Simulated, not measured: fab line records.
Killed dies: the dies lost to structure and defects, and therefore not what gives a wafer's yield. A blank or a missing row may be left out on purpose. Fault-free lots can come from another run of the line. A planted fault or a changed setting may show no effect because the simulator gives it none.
A sampling plan put to the test    flow n5-finfet    20 faults told of in these records, all on one fab line, each judged by the records of the lots it struck
The plan is the line's own looks: the steps of the route at which a gauge or an inspection reads the wafer and doesn't change it. A look is open to judgement when struck wafers have a number at it and the file gives its usual mean and standard deviation on fault-free wafers. Caught: 4 or more of those standard deviations (sigma) separate the usual mean from the mean of the struck wafers at a look after the fault's first step. On the tool: the identical test, applied to the tool's own readings at the steps of the fault. If the struck wafers alone have a blank record, or they carry another recipe, that too counts as caught.

== THE FAULTS, as the simulator had put them in ==
1. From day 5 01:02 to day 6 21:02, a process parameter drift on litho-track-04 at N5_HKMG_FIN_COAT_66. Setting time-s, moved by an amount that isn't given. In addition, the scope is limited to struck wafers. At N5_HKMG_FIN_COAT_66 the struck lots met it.
2. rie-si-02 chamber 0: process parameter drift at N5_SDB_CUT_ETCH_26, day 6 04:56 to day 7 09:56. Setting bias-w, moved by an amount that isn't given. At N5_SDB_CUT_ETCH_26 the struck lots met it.
3. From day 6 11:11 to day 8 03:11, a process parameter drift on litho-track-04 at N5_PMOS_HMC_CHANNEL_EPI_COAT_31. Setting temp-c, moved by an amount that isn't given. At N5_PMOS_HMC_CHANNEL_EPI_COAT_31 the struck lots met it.
4. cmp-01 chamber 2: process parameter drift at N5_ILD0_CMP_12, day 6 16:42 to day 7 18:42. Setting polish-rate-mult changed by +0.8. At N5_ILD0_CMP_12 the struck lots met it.
5. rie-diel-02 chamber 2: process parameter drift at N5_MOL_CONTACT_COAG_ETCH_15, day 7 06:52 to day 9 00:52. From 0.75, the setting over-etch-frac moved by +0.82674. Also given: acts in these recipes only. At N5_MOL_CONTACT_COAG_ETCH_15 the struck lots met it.
6. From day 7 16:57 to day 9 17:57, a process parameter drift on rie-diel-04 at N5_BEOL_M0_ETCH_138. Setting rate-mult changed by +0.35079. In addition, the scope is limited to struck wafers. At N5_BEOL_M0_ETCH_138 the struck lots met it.
7. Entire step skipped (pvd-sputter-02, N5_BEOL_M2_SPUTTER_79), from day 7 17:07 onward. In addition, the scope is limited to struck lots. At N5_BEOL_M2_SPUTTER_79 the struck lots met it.
8. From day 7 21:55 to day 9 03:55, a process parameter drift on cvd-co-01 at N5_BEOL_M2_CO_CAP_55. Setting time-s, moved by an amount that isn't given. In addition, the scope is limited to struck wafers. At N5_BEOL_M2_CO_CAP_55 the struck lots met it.
9. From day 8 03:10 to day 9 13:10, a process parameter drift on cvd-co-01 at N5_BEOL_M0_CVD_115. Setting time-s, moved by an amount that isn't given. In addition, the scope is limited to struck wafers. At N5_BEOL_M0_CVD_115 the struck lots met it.
10. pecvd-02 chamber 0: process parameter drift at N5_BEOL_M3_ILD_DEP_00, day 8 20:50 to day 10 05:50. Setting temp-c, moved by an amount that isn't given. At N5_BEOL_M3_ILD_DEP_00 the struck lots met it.
11. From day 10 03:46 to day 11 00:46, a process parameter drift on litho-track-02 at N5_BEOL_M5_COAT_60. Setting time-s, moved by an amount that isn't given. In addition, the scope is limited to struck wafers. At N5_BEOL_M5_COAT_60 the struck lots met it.
12. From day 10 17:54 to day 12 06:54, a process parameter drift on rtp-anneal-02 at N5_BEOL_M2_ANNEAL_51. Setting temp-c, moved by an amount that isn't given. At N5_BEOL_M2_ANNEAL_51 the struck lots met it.
13. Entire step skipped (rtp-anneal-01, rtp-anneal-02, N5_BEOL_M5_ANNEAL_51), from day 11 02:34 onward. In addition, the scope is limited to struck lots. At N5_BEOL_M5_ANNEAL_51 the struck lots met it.
14. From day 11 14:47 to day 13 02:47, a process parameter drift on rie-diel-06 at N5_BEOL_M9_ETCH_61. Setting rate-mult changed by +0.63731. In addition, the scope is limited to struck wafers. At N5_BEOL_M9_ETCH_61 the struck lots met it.
15. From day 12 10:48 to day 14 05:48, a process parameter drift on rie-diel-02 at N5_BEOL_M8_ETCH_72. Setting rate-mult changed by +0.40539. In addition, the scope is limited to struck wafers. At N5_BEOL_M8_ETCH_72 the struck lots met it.
16. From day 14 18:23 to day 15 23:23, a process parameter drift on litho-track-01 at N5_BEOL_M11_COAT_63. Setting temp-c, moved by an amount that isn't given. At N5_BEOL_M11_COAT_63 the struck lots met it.
17. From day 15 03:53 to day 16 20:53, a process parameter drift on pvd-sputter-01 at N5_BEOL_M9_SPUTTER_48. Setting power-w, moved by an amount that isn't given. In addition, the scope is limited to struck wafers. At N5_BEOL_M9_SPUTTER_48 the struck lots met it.
18. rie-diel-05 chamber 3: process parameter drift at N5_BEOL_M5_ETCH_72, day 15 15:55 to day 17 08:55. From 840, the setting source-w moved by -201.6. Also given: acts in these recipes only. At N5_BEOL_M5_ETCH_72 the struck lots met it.
19. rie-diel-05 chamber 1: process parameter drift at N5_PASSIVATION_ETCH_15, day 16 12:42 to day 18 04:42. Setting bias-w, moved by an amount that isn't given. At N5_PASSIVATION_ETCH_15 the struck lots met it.
20. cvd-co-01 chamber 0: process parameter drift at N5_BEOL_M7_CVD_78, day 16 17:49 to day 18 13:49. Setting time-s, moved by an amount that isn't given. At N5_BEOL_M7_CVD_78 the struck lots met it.

== WHAT THE PLAN SAW ==
fault  on the tool itself                                first look that catches it                       reading, sigma  median hours from its first step to that look  hours from the fault's start to the first struck lot there  judged looks passed uncaught
1      run-length-s -25 sigma                            no look after it can be judged                   -               -                                              -                                                           0
2      under 2 sigma                                     none of the 2 looks that can be judged after it  -               -                                              -                                                           2
3      plate-temp-C +30 sigma                            not the one look that can be judged after it     -               -                                              -                                                           1
4      time-to-endpoint-s -4.5 sigma                     not the one look that can be judged after it     -               -                                              -                                                           1
5      under 2 sigma                                     none of the 2 looks that can be judged after it  -               -                                              -                                                           2
6      etch-rf-on-time-s -6.1 sigma                      none of the 2 looks that can be judged after it  -               -                                              -                                                           2
7      the tool's record is blank for the struck wafers  not the one look that can be judged after it     -               -                                              -                                                           1
8      run-length-s +54 sigma                            not the one look that can be judged after it     -               -                                              -                                                           1
9      run-length-s +99 or beyond sigma                  not the one look that can be judged after it     -               -                                              -                                                           1
10     susceptor-temp-C +19 sigma                        not the one look that can be judged after it     -               -                                              -                                                           1
11     run-length-s +30 sigma                            no look after it can be judged                   -               -                                              -                                                           0
12     wafer_temp_C_max -13 sigma                        none of the 3 looks that can be judged after it  -               -                                              -                                                           3
13     the tool's record is blank for the struck wafers  no look after it can be judged                   -               -                                              -                                                           0
14     etch-rf-on-time-s -9.5 sigma                      no look after it can be judged                   -               -                                              -                                                           0
15     etch-rf-on-time-s -6.9 sigma                      no look after it can be judged                   -               -                                              -                                                           0
16     heater-power-total-W +99 or beyond sigma          no look after it can be judged                   -               -                                              -                                                           0
17     cathode-dc-power-W +99 or beyond sigma            no look after it can be judged                   -               -                                              -                                                           0
18     rf-fwd-power-W -83 sigma                          no look after it can be judged                   -               -                                              -                                                           0
19     bias-w -14 sigma                                  no look after it can be judged                   -               -                                              -                                                           0
20     only faintly: run-length-s +3.4 sigma             no look after it can be judged                   -               -                                              -                                                           0
Dash: fault not caught, or number not given in these records.

Caught at a look: 0 of 20. Caught on the tool: 17 of 20. By one or the other: 17 of 20.
On the tool alone, faults 1, 3, 4, 6, 7, 8, 9, 10, 11, 12, 13, 14, 15, 16, 17, 18, 19 were caught.
Caught by neither: faults 2, 5, 20.
